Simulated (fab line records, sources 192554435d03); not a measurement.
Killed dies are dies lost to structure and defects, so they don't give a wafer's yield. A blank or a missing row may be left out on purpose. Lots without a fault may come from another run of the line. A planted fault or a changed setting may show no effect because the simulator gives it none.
Split-lot experiment | flow n5_finfet | 7 lots, 21 wafers read, on a route of 1938 steps

THE SPLIT
At N5_BEOL_M10_TRENCH_ETCH_37 (etches SiCOH lowk in C4F6/O2, target depth 148.83 nm, time 48 s), the setting time_s was moved away from the recipe's 48 s on 7 of the 21 wafers read, by -21.5% to +17.4%. The other wafers ran this setting at the recipe's value.

FROM THE SPLIT TO THE READING: what the file shows between them, 11 steps
- N5_BEOL_M10_ETCH_41: etches SiCN in CH3F/O2, target depth 42.6 nm, time 86 s
- N5_BEOL_M10_STRIP_77: strips in N2/H2, time 10 s
- N5_BEOL_M10_OCD_MEAS_38
- N5_BEOL_M10_HM_STRIP_39: strips TiN in peroxide tin strip, target depth 25 nm, time 158 s
- N5_BEOL_M10_SRD_40: time 30 s
- N5_BEOL_M10_ECD_50: material Cu, target thk 318 nm
- N5_BEOL_M10_ANNEAL_51: time 90 s
- N5_BEOL_M10_CMP_52: polishes, stops on SiCOH lowk, t overpolish 7 s, target thk 140 nm
- N5_BEOL_M10_THK_MEAS_53: measures by xrf
- N5_BEOL_M10_PRE_CLEAN_55: time 15 s
- N5_BEOL_M10_DEP_56: deposits SiCN from 3MS/NH3, target thk 15 nm, time 26.5 s

THE READING
M10_RS, in ohm/sq, at N5_BEOL_M10_RS_MEAS_57 (measures by four-point-probe). Fault-free wafers of this fab line usually give 0.152 ohm/sq, standard deviation 0.0037 ohm/sq.

wafer  | tool, chamber at the split | time_s as run, s | against the recipe | M10_RS, ohm/sq | against lot-mates on the recipe
L074.4 | rie_diel-04, 1             | 48               | recipe             | 0.148          | -
L074.5 | rie_diel-04, 1             | 52.23            | +8.8%              | 0.135          | -0.013
L074.6 | rie_diel-04, 2             | 52.23            | +8.8%              | 0.141          | -0.007
L080.1 | rie_diel-05, 0             | 48               | recipe             | 0.152          | -
L080.3 | rie_diel-05, 3             | 48               | recipe             | 0.149          | -
L080.4 | rie_diel-05, 1             | 48               | recipe             | 0.156          | -
L082.1 | rie_diel-01, 0             | 48               | recipe             | 0.150          | -
L082.4 | rie_diel-01, 3             | 48               | recipe             | 0.150          | -
L082.5 | rie_diel-01, 0             | 48               | recipe             | 0.148          | -
L088.1 | rie_diel-01, 1             | 43.5             | -9.4%              | 0.174          | +0.024
L088.3 | rie_diel-01, 2             | 48               | recipe             | 0.150          | -
L088.5 | rie_diel-01, 2             | 48               | recipe             | 0.150          | -
L090.2 | rie_diel-05, 2             | 48               | recipe             | 0.148          | -
L090.5 | rie_diel-05, 1             | 48               | recipe             | 0.154          | -
L090.6 | rie_diel-05, 0             | 37.7             | -21.5%             | 0.204          | +0.053
L096.2 | rie_diel-04, 2             | 48               | recipe             | 0.155          | -
L096.5 | rie_diel-04, 2             | 48               | recipe             | 0.153          | -
L096.6 | rie_diel-04, 3             | 48               | recipe             | 0.149          | -
L095.2 | rie_diel-05, 3             | 56.34            | +17.4%             | 0.129          | no lot-mate on the recipe
L095.3 | rie_diel-05, 2             | 56.34            | +17.4%             | 0.123          | no lot-mate on the recipe
L095.5 | rie_diel-05, 3             | 56.34            | +17.4%             | 0.128          | no lot-mate on the recipe

THE FIT
A straight line over all 21 wafers: M10_RS changes by -0.00182 ohm/sq for each +1% of time_s; r = -0.96; the points scatter about the line by 0.0048 ohm/sq.
The same after taking each lot's own level away (the mean of its wafers on the recipe; 18 wafers): -0.00216 ohm/sq for each +1%; r = -0.96; scatter 0.004 ohm/sq.
On that fit, the largest move of time_s shifts the reading by 0.046 ohm/sq.
The lots' own levels span 0.1480 to 0.1523 ohm/sq, that is 1.2 times the standard deviation above.
So the lot-to-lot level changes the slope: the two fits differ.
Check: with one of the wafers moved furthest among these (-21.5%) left out of the fit, the line predicts +0.0372 ohm/sq for it against its lot-mates. It came out at +0.053 ohm/sq against them.

THE WHOLE CHAIN: every reading that the file lists as answering this split, in the file's order
step                       | what it does                                                       | reading                                                                       | change (the file's fit)              | r (the file's)
N5_BEOL_M10_TRENCH_ETCH_37 | etches SiCOH lowk in C4F6/O2, target depth 148.83 nm, time 48 s    | etch.depth_nm (the simulator's own value, which no gauge read)                | +1.53 nm for each +1% of the setting | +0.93
N5_BEOL_M10_TRENCH_ETCH_37 | etches SiCOH lowk in C4F6/O2, target depth 148.83 nm, time 48 s    | BEOL_M10.feature_depth_nm (the simulator's own value, which no gauge read)    | +1.53 nm for each +1% of the setting | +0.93
N5_BEOL_M10_OCD_MEAS_38    |                                                                    | trench_depth_nm                                                               | +1.53 nm for each +1% of the setting | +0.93
N5_BEOL_M10_CMP_52         | polishes, stops on SiCOH lowk, t overpolish 7 s, target thk 140 nm | Cu_of_BEOL_M10_ECD_50.thk_nm (the simulator's own value, which no gauge read) | +1.52 nm for each +1% of the setting | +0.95
N5_BEOL_M10_THK_MEAS_53    | measures by xrf                                                    | M10_THK                                                                       | +1.55 for each +1% of the setting    | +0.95
N5_BEOL_M10_RS_MEAS_57     | measures by four-point-probe                                       | M10_RS                                                                        | -0.0023 for each +1% of the setting  | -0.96

THE FILE'S OWN FIT
M10_RS changes by -0.0023 ohm/sq for each +1% of time_s, r = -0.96.
